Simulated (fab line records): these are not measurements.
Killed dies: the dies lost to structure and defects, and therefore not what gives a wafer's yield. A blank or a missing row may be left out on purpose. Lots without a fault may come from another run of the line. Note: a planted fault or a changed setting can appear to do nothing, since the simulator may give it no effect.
Matching of chambers + flow n5_finfet + N5_FIN_SAQP_HM_DEP_03 on pecvd-02: 3 sister chambers
The step deposits SiNx from SiH4/NH3/N2, target thk 38 nm, time 33.6 s. 6 wafers are shown with their chamber, then 8 later ones without.

## WAFERS PAIRED WITH THEIR CHAMBERS
| wafer  | chamber | showerhead_plenum_p_Torr (Torr) | throttle_valve_pct (%) |
|--------|---------|---------------------------------|------------------------|
| L075.3 | 1       | 5.05                            | 38.1                   |
| L079.3 | 2       | 5.19                            | 38.6                   |
| L079.4 | 1       | 5.07                            | 37.9                   |
| L086.4 | 2       | 5.19                            | 38.7                   |
| L086.5 | 0       | 5.11                            | 38.5                   |
| L087.1 | 0       | 5.10                            | 38.6                   |

## WAFERS WITH NO CHAMBER GIVEN
| wafer  | showerhead_plenum_p_Torr (Torr) | throttle_valve_pct (%) |
|--------|---------------------------------|------------------------|
| L087.2 | 5.06                            | 38.2                   |
| L087.3 | 5.19                            | 38.6                   |
| L087.4 | 5.04                            | 38.2                   |
| L087.5 | 5.10                            | 38.6                   |
| L087.6 | 5.18                            | 38.5                   |
| L088.1 | 5.04                            | 38.1                   |
| L088.3 | 5.10                            | 38.5                   |
| L088.6 | 5.06                            | 38.0                   |

## THE CHAMBER EACH PASSED THROUGH
| wafer  | from the rows above | in truth |
|--------|---------------------|----------|
| L087.2 | 1                   | 1        |
| L087.3 | 2                   | 2        |
| L087.4 | 1                   | 1        |
| L087.5 | 0                   | 0        |
| L087.6 | 2                   | 2        |
| L088.1 | 1                   | 1        |
| L088.3 | 0                   | 0        |
| L088.6 | 1                   | 1        |
Correct placement for 8 of the 8. Can't be placed from these rows: 0. Placed wrongly: 0.
How it was worked out, from the rows above alone: a wafer's distance from a chamber is the root of the sum, over the readings, of the square of ((its reading less the chamber's mean) divided by the reading's scatter). The wafer belongs to the nearest chamber; if the next one is less than 2 further off, it can't be placed. Each chamber's mean is taken over the wafers shown for it. The scatter: the root of (the sum of the squares of (reading less its chamber's mean) over the shown wafers, divided by (wafers less chambers)).
